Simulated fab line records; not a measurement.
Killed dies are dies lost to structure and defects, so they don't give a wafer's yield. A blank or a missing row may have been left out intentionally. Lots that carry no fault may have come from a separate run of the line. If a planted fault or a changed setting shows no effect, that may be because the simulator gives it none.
Matching of chambers + flow n5_finfet + 4 sister chambers for N5_MOL_CONTACT_COAG_ETCH_67 on rie_diel-06
The step etches SOC in N2/H2, target depth 60 nm, overetch 21 nm, time 101.2 s. 18 wafers are shown with their chamber, then 9 later ones without.

## EACH WAFER AND ITS CHAMBER
| wafer  | chamber | showerhead_plenum_p_Torr (Torr) | drypump_motor_current_A (A) | throttle_valve_pct (%) |
|--------|---------|---------------------------------|-----------------------------|------------------------|
| L074.2 | 0       | 2.72                            | 5.59                        | 17.8                   |
| L074.3 | 1       | 2.49                            | 5.61                        | 17.7                   |
| L074.6 | 3       | 2.61                            | 5.27                        | 17.7                   |
| L075.2 | 1       | 2.49                            | 5.60                        | 17.7                   |
| L075.3 | 3       | 2.61                            | 5.28                        | 17.7                   |
| L075.5 | 1       | 2.49                            | 5.61                        | 17.7                   |
| L080.1 | 1       | 2.48                            | 5.60                        | 17.7                   |
| L080.2 | 0       | 2.71                            | 5.61                        | 17.9                   |
| L080.6 | 2       | 2.70                            | 5.75                        | 17.3                   |
| L084.1 | 2       | 2.69                            | 5.75                        | 17.3                   |
| L084.4 | 1       | 2.48                            | 5.60                        | 17.7                   |
| L084.6 | 3       | 2.60                            | 5.28                        | 17.7                   |
| L086.2 | 0       | 2.71                            | 5.56                        | 17.9                   |
| L086.3 | 2       | 2.69                            | 5.77                        | 17.3                   |
| L086.4 | 3       | 2.60                            | 5.27                        | 17.8                   |
| L087.1 | 1       | 2.48                            | 5.62                        | 17.7                   |
| L087.2 | 0       | 2.71                            | 5.59                        | 17.9                   |
| L087.6 | 1       | 2.48                            | 5.60                        | 17.7                   |

SIGNATURES, as means of the wafers listed above
| reading                  | chamber 0 | chamber 1 | chamber 2 | chamber 3 | scatter within a chamber |
|--------------------------|-----------|-----------|-----------|-----------|--------------------------|
| showerhead_plenum_p_Torr | 2.7125    | 2.4843    | 2.6933    | 2.6050    | 0.00543                  |
| drypump_motor_current_A  | 5.5875    | 5.6057    | 5.7567    | 5.2750    | 0.012                    |
| throttle_valve_pct       | 17.875    | 17.700    | 17.300    | 17.725    | 0.0327                   |
Rule: for each reading, subtract the chamber's mean from the wafer's reading, divide by that reading's scatter and square the result; add these up over the readings and take the root, which gives the wafer's distance from the chamber. The wafer belongs to the nearest chamber; if the next one is less than 2 further off, it can't be placed. The scatter: take each reading less its chamber's mean, square it, sum over the shown wafers, divide by the number of wafers less the number of chambers, and take the root.

## WAFERS WHOSE CHAMBER IS MISSING
| wafer  | showerhead_plenum_p_Torr (Torr) | drypump_motor_current_A (A) | throttle_valve_pct (%) |
|--------|---------------------------------|-----------------------------|------------------------|
| L090.2 | 2.69                            | 5.75                        | 17.3                   |
| L090.3 | 2.47                            | 5.64                        | 17.8                   |
| L090.4 | 2.70                            | 5.56                        | 17.9                   |
| L096.3 | 2.68                            | 5.75                        | 17.3                   |
| L096.5 | 2.70                            | 5.58                        | 17.9                   |
| L096.6 | 2.60                            | 5.27                        | 17.3                   |
| L097.1 | 2.47                            | 5.63                        | 17.8                   |
| L097.5 | 2.60                            | 5.26                        | 17.3                   |
| L097.6 | 2.68                            | 5.75                        | 17.3                   |

## WHICH CHAMBER EACH ONE RAN IN
| wafer  | from the rows above | in truth |
|--------|---------------------|----------|
| L090.2 | 2                   | 2        |
| L090.3 | 1                   | 1        |
| L090.4 | 0                   | 0        |
| L096.3 | 2                   | 2        |
| L096.5 | 0                   | 0        |
| L096.6 | 3                   | 3        |
| L097.1 | 1                   | 1        |
| L097.5 | 3                   | 3        |
| L097.6 | 2                   | 2        |
Correct placement for 9 of the 9. Can't be placed from these rows: 0. Wrongly placed: 0.
